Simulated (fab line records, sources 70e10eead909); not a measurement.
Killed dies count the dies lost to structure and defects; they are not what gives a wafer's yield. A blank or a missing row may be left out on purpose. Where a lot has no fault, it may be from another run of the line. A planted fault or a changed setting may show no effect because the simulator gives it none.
The tool behind it: which one?	flow nandHarc	13 lots with 39 wafers sampled at 5 steps, on a route of 1302 steps

== WHAT EACH GAUGE READ, for each wafer ==
NHARC_A_BLC_INSPECT_28. Usual: 495 for rawDefectCount, sd 120.
lot	measured	on	rawDefectCount	flag
L483	day 23 23:01	defectInspect-02	898 570 731	
L488	day 25 21:15	defectInspect-02	608 897 794	
L492	day 28 00:28	defectInspect-02	356 347 368	
L493	day 28 06:23	defectInspect-01	480 598 613	
L494	day 28 15:43	defectInspect-02	492 456 397	
L496	day 29 13:29	defectInspect-02	314 426 388	
L498	day 30 12:04	defectInspect-02	408 405 434	
L497	day 30 13:58	defectInspect-02	405 565 670	
L500	day 30 18:27	defectInspect-02	546 461 507	
L499	day 30 20:22	defectInspect-01	527 415 387	
L501	day 31 11:40	defectInspect-01	473 544 607	
L502	day 32 02:58	defectInspect-02	599 422 523	
L503	day 33 02:35	defectInspect-01	453 453 446	

NHARC_END_SORT_01. Usual: defectLimitedYield 90 %, standard deviation 3.1; killedAtArray 61, standard deviation 20; killedAtOther 0.9, standard deviation 1.1; killedAtPeriphery 3.7, standard deviation 2.5; killedDies 65, standard deviation 21; killedOpen 3.3, standard deviation 1.8; killedShort 2.3, standard deviation 1.5.
lot	measured	on	defectLimitedYield (%)	killedAtArray	killedAtOther	killedAtPeriphery	killedDies	killedOpen	killedShort	flag
L483	day 25 15:22	prober-01	93 93 93	44 40 42	1 0 0	1 9 5	46 49 47	1 4 2	3 3 1	
L488	day 27 16:37	prober-01	84 88 87	97 73 84	1 2 2	9 4 4	107 79 90	7 1 0	2 1 1	
L492	day 29 18:00	prober-01	95 95 96	21 30 21	1 1 2	10 3 6	32 34 29	4 3 2	3 2 0	
L493	day 30 02:36	prober-02	86 84 88	84 93 78	2 5 3	8 8 2	94 106 83	6 4 4	2 3 2	
L494	day 30 12:51	prober-01	94 93 92	34 44 47	1 2 0	3 2 4	38 48 51	4 4 5	2 3 1	
L496	day 31 08:02	prober-02	95 96 96	27 19 20	3 3 2	7 5 6	37 27 28	5 2 3	0 3 2	
L498	day 32 04:19	prober-02	88 89 89	74 71 76	0 0 0	4 4 0	78 75 76	6 1 2	5 4 1	
L497	day 32 05:06	prober-01	92 90 92	53 59 55	2 1 0	1 6 1	56 66 56	3 4 4	3 3 3	
L500	day 32 17:29	prober-01	94 92 92	41 53 52	0 0 1	0 1 3	41 54 56	1 1 6	0 3 2	
L499	day 33 01:20	prober-01	88 86 88	80 88 80	2 0 0	2 4 1	84 92 81	0 7 2	4 3 4	
L501	day 33 03:21	prober-02	91 94 92	53 41 44	5 1 3	4 2 8	62 44 55	6 3 4	3 0 2	
L502	day 33 21:01	prober-01	89 88 86	74 74 88	0 0 0	2 5 5	76 79 93	6 1 6	1 0 1	
L503	day 34 19:59	prober-02	89 91 91	73 59 59	1 0 2	3 3 0	77 62 61	7 5 2	2 2 5	

== EACH LOT AND THE TOOL THAT RAN IT (in order: tool; ch and the chambers of the sampled wafers; start) ==
lot	NHARC_A_BLC_PVD_32	NHARC_A_M0_ETCH_34	NHARC_A_M0_PVD_21
L483	pvdSputter-03, day 23 23:01 or earlier	rieDiel-01 ch 0,1, day 24 00:12	pvdSputter-02, day 25 15:22 or earlier
L488	pvdSputter-01, day 25 21:15 or earlier	rieDiel-13 ch 0,3, day 25 22:26	pvdSputter-02, day 27 16:37 or earlier
L492	pvdSputter-03, day 28 00:28 or earlier	rieDiel-13 ch 1,2,3, day 28 01:38	pvdSputter-02, day 29 18:00 or earlier
L493	pvdSputter-03, day 28 06:23 or earlier	rieDiel-13 ch 0,2,3, day 28 07:35	pvdSputter-01, day 30 02:36 or earlier
L494	pvdSputter-01, day 28 15:43 or earlier	rieDiel-13 ch 0,2, day 28 16:54	pvdSputter-02, day 30 12:51 or earlier
L496	pvdSputter-02, day 29 13:29 or earlier	rieDiel-13 ch 0,3, day 29 14:31	pvdSputter-02, day 31 08:02 or earlier
L498	pvdSputter-02, day 30 12:04 or earlier	rieDiel-01 ch 0,1,3, day 30 13:14	pvdSputter-01, day 32 04:19 or earlier
L497	pvdSputter-02, day 30 13:58 or earlier	rieDiel-13 ch 0,3, day 30 15:01	pvdSputter-02, day 32 05:06 or earlier
L500	pvdSputter-02, day 30 18:27 or earlier	rieDiel-08 ch 1,3, day 30 19:38	pvdSputter-03, day 32 17:29 or earlier
L499	pvdSputter-02, day 30 20:22 or earlier	rieDiel-13 ch 0,2,3, day 30 21:33	pvdSputter-02, day 33 01:20 or earlier
L501	pvdSputter-03, day 31 11:40 or earlier	rieDiel-13 ch 0,2,3, day 31 12:50	pvdSputter-02, day 33 03:21 or earlier
L502	pvdSputter-03, day 32 02:58 or earlier	rieDiel-08 ch 1,3, day 32 04:04	pvdSputter-01, day 33 21:01 or earlier
L503	pvdSputter-02, day 33 02:35 or earlier	rieDiel-13 ch 2,3, day 33 03:45	pvdSputter-02, day 34 19:59 or earlier
- NHARC_A_BLC_PVD_32: deposits Ti, target thk 5 nm, time 17.7 s.
- NHARC_A_M0_ETCH_34: etches the open film in N2/H2, target depth 40 nm, overetch 12 nm, time 43.94 s.
- NHARC_A_M0_PVD_21: deposits Cu, target thk 30 nm, time 20.49 s.

== AS READ BY THE TOOLS THEMSELVES (means over the sampled wafers that have a number; for cases with no such wafer, the mark the record gives instead) ==
NHARC_A_BLC_PVD_32. Usual: 30.7 % for throttleValvePct, sd 1.3.
lot	tool	throttleValvePct (%)	flag
L483	pvdSputter-03	30.3	
L488	pvdSputter-01	30.6	
L492	pvdSputter-03	29.2	
L493	pvdSputter-03	30.4	
L494	pvdSputter-01	30.2	
L496	pvdSputter-02	31.7	
L498	pvdSputter-02	31.9	
L497	pvdSputter-02	32.1	
L500	pvdSputter-02	32.3	
L499	pvdSputter-02	30.9	
L501	pvdSputter-03	29.4	
L502	pvdSputter-03	30.0	
L503	pvdSputter-02	31.2	

NHARC_A_M0_ETCH_34. Usual: drypumpMotorCurrentA 6.0 A, standard deviation 0.54; oesProductAu 0.999 a.u., standard deviation 0.011; rfVppV 430.8 V, standard deviation 2.2; showerheadPlenumPTorr 2.05 Torr, standard deviation 0.069; throttleValvePct 14.173 %, standard deviation 0.0091.
lot	tool	drypumpMotorCurrentA (A)	oesProductAu (a.u.)	rfVppV (V)	showerheadPlenumPTorr (Torr)	throttleValvePct (%)	flag
L483	rieDiel-01	5.7	0.988	430.0	2.01	14.171	
L488	rieDiel-13	6.1	0.954	431.4	2.05	14.171	OFF
L492	rieDiel-13	5.8	1.004	431.7	2.08	14.169	
L493	rieDiel-13	6.3	1.006	430.9	2.04	14.171	
L494	rieDiel-13	6.4	1.005	429.0	2.03	14.169	
L496	rieDiel-13	6.2	1.007	431.0	2.05	14.186	
L498	rieDiel-01	5.6	1.005	430.9	2.07	14.175	
L497	rieDiel-13	6.1	1.002	431.4	2.05	14.177	
L500	rieDiel-08	5.8	0.993	429.7	2.01	14.172	
L499	rieDiel-13	6.3	1.002	430.7	2.04	14.176	
L501	rieDiel-13	6.3	1.002	430.9	2.04	14.167	
L502	rieDiel-08	6.2	0.991	428.7	1.99	14.171	
L503	rieDiel-13	6.3	0.994	431.8	2.05	14.179	

NHARC_A_M0_PVD_21. Usual: 30.8 % for throttleValvePct, sd 1.3.
lot	tool	throttleValvePct (%)	flag
L483	pvdSputter-02	30.8	
L488	pvdSputter-02	32.2	
L492	pvdSputter-02	32.2	
L493	pvdSputter-01	31.3	
L494	pvdSputter-02	31.4	
L496	pvdSputter-02	30.8	
L498	pvdSputter-01	30.7	
L497	pvdSputter-02	31.0	
L500	pvdSputter-03	30.0	
L499	pvdSputter-02	31.8	
L501	pvdSputter-02	32.0	
L502	pvdSputter-01	31.0	
L503	pvdSputter-02	31.9	

== THE ANSWER, worked out from the rows above alone ==
Rule: lot off if the mean of its wafers having a number is beyond 3 standard deviations from the usual mean. A lot without any number at a reading at which 4 lots or more have one is off too. Any other lot the step has rows for is counted as sound. The gauges are gone through in route order, then the tools' own readings, and for those a lot's mean is taken as printed above. At the first step where some lot is off, the reading lying furthest off is the one used; lots without a number count as furthest.
Off, at NHARC_A_M0_ETCH_34 on oesProductAu: L488.
If a tool, at that step or one of the process steps before it, ran each lot that is off and ran no sound lot following the first of them, it fits. With no start given for some of its lots, NHARC_A_BLC_PVD_32 uses the hours and lot order of NHARC_A_BLC_INSPECT_28. Of those tried, none fits.

== WHAT WAS PUT IN BY THE SIMULATOR ==
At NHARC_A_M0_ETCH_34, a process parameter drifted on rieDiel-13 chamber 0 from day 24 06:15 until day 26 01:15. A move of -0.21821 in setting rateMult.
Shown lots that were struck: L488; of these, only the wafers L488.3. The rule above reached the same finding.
